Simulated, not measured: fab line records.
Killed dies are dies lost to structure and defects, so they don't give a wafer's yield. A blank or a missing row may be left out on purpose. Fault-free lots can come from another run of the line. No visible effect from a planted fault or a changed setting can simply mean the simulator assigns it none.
The tool behind it: which one? | flow n5 finfet | 10 lots, 29 wafers sampled, at 3 steps of a route of 1938

## WHAT EACH GAUGE READ, for each wafer
N5_PASSIVATION_OVL_MEAS_63.
lot  | measured     | on         | PAD_OVL (nm)
L750 | day 12 01:01 | overlay-02 | -8 -7
L751 | day 12 00:27 | overlay-02 | 1 8 2
L753 | day 12 13:39 | overlay-01 | -4 -3 -4
L754 | day 13 03:56 | overlay-01 | 8 6 -1
L755 | day 13 03:31 | overlay-01 | -8 2 1
L758 | day 13 16:07 | overlay-02 | -10 -5 -8
L760 | day 14 09:23 | overlay-02 | -3 -3 5
L762 | day 14 20:02 | overlay-01 | 2 -3 2
L764 | day 15 06:09 | overlay-02 | 0 1 -1
L768 | day 16 18:59 | overlay-01 | -1 -1 -5

## EACH LOT AND THE TOOL THAT RAN IT (in order: tool; ch and the chambers of the sampled wafers; start)
lot  | N5_BEOL_M2_SPUTTER_81        | N5_PASSIVATION_ETCH_15
L750 | pvd sputter-01, day 6 21:52  | rie diel-01 ch 0,3, day 12 01:01 or earlier
L751 | pvd sputter-02, day 7 01:23  | rie diel-02 ch 1, day 12 00:27 or earlier
L753 | pvd sputter-02, day 7 11:13  | rie diel-02 ch 1,2,3, day 12 13:39 or earlier
L754 | pvd sputter-02, day 7 20:18  | rie diel-03 ch 0,1,2, day 13 03:56 or earlier
L755 | pvd sputter-03, day 8 01:29  | rie diel-02 ch 2,3, day 13 03:31 or earlier
L758 | pvd sputter-03, day 8 17:10  | rie diel-03 ch 0,2, day 13 16:07 or earlier
L760 | pvd sputter-03, day 9 06:35  | rie diel-02 ch 1,2,3, day 14 09:23 or earlier
L762 | pvd sputter-01, day 10 04:39 | rie diel-01 ch 0,1,3, day 14 20:02 or earlier
L764 | pvd sputter-03, day 10 10:34 | rie diel-01 ch 1,3, day 15 06:09 or earlier
L768 | pvd sputter-02, day 11 02:42 | rie diel-02 ch 1,2, day 16 18:59 or earlier
- N5_BEOL_M2_SPUTTER_81: material Cu, target thk 4.5 nm, time 8.29 s.
- N5_PASSIVATION_ETCH_15: etches SiCN in CF4/N2, target depth 75 nm, time 81.2 s.

## AS READ BY THE TOOLS THEMSELVES (means over the sampled wafers that have a number; for cases with no such wafer, the mark the record gives instead)
N5_BEOL_M2_SPUTTER_81.
lot  | tool           | chuck sensor temp C (C) | throttle valve pct (%)
L750 | pvd sputter-01 | -16.5                   | 29.1
L751 | pvd sputter-02 | -16.3                   | 30.0
L753 | pvd sputter-02 | -16.5                   | 29.5
L754 | pvd sputter-02 | -16.2                   | 30.2
L755 | pvd sputter-03 | -16.1                   | 29.4
L758 | pvd sputter-03 | -15.7                   | 29.8
L760 | pvd sputter-03 | -15.7                   | 29.7
L762 | pvd sputter-01 | -16.2                   | 29.3
L764 | pvd sputter-03 | -15.8                   | 28.9
L768 | pvd sputter-02 | -16.6                   | 29.4

N5_PASSIVATION_ETCH_15.
lot  | tool        | chamber pressure mTorr (mTorr) | drypump motor current A (A) | oes product au (a.u.) | rf vpp V (V) | showerhead plenum p Torr (Torr) | throttle valve pct (%)
L750 | rie diel-01 | 40.02                          | 6.0                         | 0.80                  | 383.0        | 2.21                            | 15.48
L751 | rie diel-02 | 40.01                          | 5.8                         | 0.73                  | 381.6        | 2.19                            | 15.23
L753 | rie diel-02 | 40.00                          | 5.9                         | 0.78                  | 383.3        | 2.24                            | 15.35
L754 | rie diel-03 | 39.95                          | 5.9                         | 0.75                  | 382.5        | 2.23                            | 15.50
L755 | rie diel-02 | 39.99                          | 6.2                         | 0.76                  | 382.3        | 2.23                            | 15.50
L758 | rie diel-03 | 39.98                          | 5.5                         | 0.79                  | 381.5        | 2.18                            | 15.39
L760 | rie diel-02 | 39.99                          | 5.9                         | 0.76                  | 382.4        | 2.23                            | 15.38
L762 | rie diel-01 | 40.00                          | 6.0                         | 0.79                  | 383.2        | 2.24                            | 15.48
L764 | rie diel-01 | 40.01                          | 6.2                         | 0.73                  | 382.5        | 2.23                            | 15.53
L768 | rie diel-02 | 40.03                          | 6.0                         | 0.77                  | 381.1        | 2.17                            | 15.28

## THE ANSWER, worked out from the rows above alone
Rule: what is usual is taken from the lots themselves. Put in order of their means at a reading, lots are off if they are a third of the lots or fewer, leave a main group of 4 or more, and stand apart from it by a gap of 3 or more times the standard deviation of the main group's means; of several such gaps the widest counts. If all means in a main group match to the digits the tables above print for the reading, that group is not used. A lot without any number at a reading at which 4 lots or more have one is off too. Any other lot the step has rows for is counted as sound. After the gauges, taken in route order, come the tools' own readings; for these a lot's mean is taken, as printed above. The first step at which some lot is off is used, and at that step the reading that is off furthest; a lot without a number counts as furthest.
Nothing can be told from this: no lot is off at any reading shown.

## WHAT WAS PUT IN BY THE SIMULATOR
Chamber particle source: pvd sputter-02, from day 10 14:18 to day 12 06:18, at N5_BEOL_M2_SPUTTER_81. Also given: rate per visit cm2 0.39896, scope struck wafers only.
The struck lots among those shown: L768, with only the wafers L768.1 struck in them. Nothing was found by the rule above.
